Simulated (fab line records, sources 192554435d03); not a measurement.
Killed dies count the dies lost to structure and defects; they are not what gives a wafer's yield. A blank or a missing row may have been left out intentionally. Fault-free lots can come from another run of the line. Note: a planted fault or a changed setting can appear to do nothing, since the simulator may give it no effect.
Split-lot experiment | flow n5_finfet | route with 1938 steps; 7 lots, 21 wafers read

## ABOUT THE SPLIT
At N5_BEOL_M10_PEB_26 (peb time 60 s), the setting peb_time_s was moved away from the recipe's 60 s on 7 of the 21 wafers read, by -21.4% to +18.9%. This setting was run at the recipe's value on the other wafers.

## FROM THE SPLIT ON TO THE READING: in between, the file shows 1 step
- N5_BEOL_M10_DEVELOP_27: develop time 30 s

## THE READING
At N5_BEOL_M10_CD_MEAS_28: cd_nm in nanometres, against a target cd of 70 nm. Fault-free wafers of this fab line usually give 70.0 nm, standard deviation 1.3 nm.

wafer  | tool, chamber at the split | peb_time_s as run, s | against the recipe | cd_nm, nm | against lot-mates on the recipe
L078.2 | litho_track-03, 0          | 60                   | recipe             | 70.5      | -
L078.4 | litho_track-03, 0          | 60                   | recipe             | 69.0      | -
L078.6 | litho_track-03, 0          | 60                   | recipe             | 71.6      | -
L081.2 | litho_track-01, 0          | 47.88                | -20.2%             | 57.6      | -11.1
L081.3 | litho_track-01, 0          | 60                   | recipe             | 69.2      | -
L081.4 | litho_track-01, 0          | 60                   | recipe             | 68.3      | -
L085.1 | litho_track-01, 0          | 47.19                | -21.4%             | 57.7      | no lot-mate on the recipe
L085.2 | litho_track-01, 0          | 47.19                | -21.4%             | 56.8      | no lot-mate on the recipe
L085.3 | litho_track-01, 0          | 47.19                | -21.4%             | 57.8      | no lot-mate on the recipe
L083.2 | litho_track-01, 0          | 55.02                | -8.3%              | 63.4      | -4.5
L083.4 | litho_track-01, 0          | 60                   | recipe             | 67.8      | -
L083.5 | litho_track-01, 0          | 60                   | recipe             | 68.1      | -
L089.1 | litho_track-05, 0          | 60                   | recipe             | 71.6      | -
L089.3 | litho_track-05, 0          | 68.19                | +13.7%             | 76.6      | +6.0
L089.5 | litho_track-05, 0          | 60                   | recipe             | 69.6      | -
L092.1 | litho_track-01, 0          | 60                   | recipe             | 68.8      | -
L092.3 | litho_track-01, 0          | 60                   | recipe             | 68.5      | -
L092.6 | litho_track-01, 0          | 71.36                | +18.9%             | 76.0      | +7.3
L095.3 | litho_track-05, 0          | 60                   | recipe             | 69.8      | -
L095.5 | litho_track-05, 0          | 60                   | recipe             | 69.9      | -
L095.6 | litho_track-05, 0          | 60                   | recipe             | 70.0      | -

THE FIT
A straight line over all 21 wafers: cd_nm changes by +0.526 nm for each +1% of peb_time_s; r = +0.97; the points scatter about the line by 1.3 nm.
The same after taking each lot's own level away (the mean of its wafers on the recipe; 18 wafers): +0.475 nm for each +1%; r = +0.98; scatter 0.81 nm.
On that fit, the largest move of peb_time_s shifts the reading by 10 nm.
The span of the lots' own levels, 67.95 to 70.60 nm, comes to 2.0 times the standard deviation stated above.
In other words, the slope is changed by the lot-to-lot level; the two fits disagree.
Check: with one of the wafers moved furthest among these (-20.2%) left out of the fit, the line predicts -8.68 nm for it against its lot-mates. Against them it came out at -11.1 nm.

## THESE WAFERS: OTHER SPLITS
These wafers also went through other splits before the reading. Each is held against what the fit with the lots' levels taken away leaves over:
other split on the same wafers   | wafers away from the commonest value | r with cd_nm (lot level and that fit taken away)
N5_BEOL_M4_EXPOSE_25 dose_mj     | 7                                    | +0.01
N5_BEOL_M5_COAT_05 spin_rpm      | 9                                    | +0.07
N5_BEOL_M7_ILD_DEP_00 time_s     | 6                                    | -0.37
N5_BEOL_M8_ILD_DEP_00 time_s     | 9                                    | +0.20
N5_BEOL_M8_COAT_59 spin_rpm      | 6                                    | -0.14
N5_BEOL_M8_ETCH_65 source_w      | 8                                    | -0.24
N5_BEOL_M9_CMP_52 down_force_psi | 8                                    | -0.38

## FILE'S OWN FIT
cd_nm changes by +0.473 nm for each +1% of peb_time_s, r = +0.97.
